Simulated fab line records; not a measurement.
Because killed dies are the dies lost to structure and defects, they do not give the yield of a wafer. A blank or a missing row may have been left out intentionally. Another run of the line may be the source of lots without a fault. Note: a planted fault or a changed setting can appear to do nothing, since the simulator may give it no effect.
Chamber matching	flow n5 finfet	cvd co-02 running N5_BEOL_M1_CO_CAP_55: 3 sister chambers
The step material Co, precursor CCTBA/H2, target thk 2 nm, time 102.1 s. 3 wafers are shown with their chamber, then 9 later ones without.

## WAFERS PAIRED WITH THEIR CHAMBERS
wafer	chamber	heater power w (W)
L084.4	0	207
L086.1	1	221
L086.4	2	217

## WAFERS MISSING THEIR CHAMBER
wafer	heater power w (W)
L088.3	227
L088.4	224
L088.5	213
L091.2	221
L091.5	210
L091.6	229
L092.1	210
L092.2	230
L092.5	225

## THE CHAMBER EACH PASSED THROUGH
wafer	from the rows above	in truth
L088.3	can't be placed: 1 or 2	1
L088.4	can't be placed: 1 or 2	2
L088.5	can't be placed: 2 or 0 or 1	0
L091.2	can't be placed: 1 or 2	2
L091.5	can't be placed: 0 or 2 or 1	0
L091.6	can't be placed: 1 or 2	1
L092.1	can't be placed: 0 or 2 or 1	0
L092.2	can't be placed: 1 or 2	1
L092.5	can't be placed: 1 or 2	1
Correctly placed: 0 of 9. Can't be placed from these rows: 9 (the true chamber is among the candidates in 9). Wrongly placed: 0.
How it was worked out, from the rows above alone: a wafer's distance from a chamber is the root of the sum, over the readings, of the square of ((its reading less the chamber's mean) divided by the reading's scatter). If the next closest chamber is less than 2 further off than the closest, the wafer can't be placed; otherwise it belongs to the closest. A chamber's mean is the mean of its shown wafers. The scatter: root of mean squared gap, hidden wafer to nearest shown wafer, with one shown wafer a chamber.
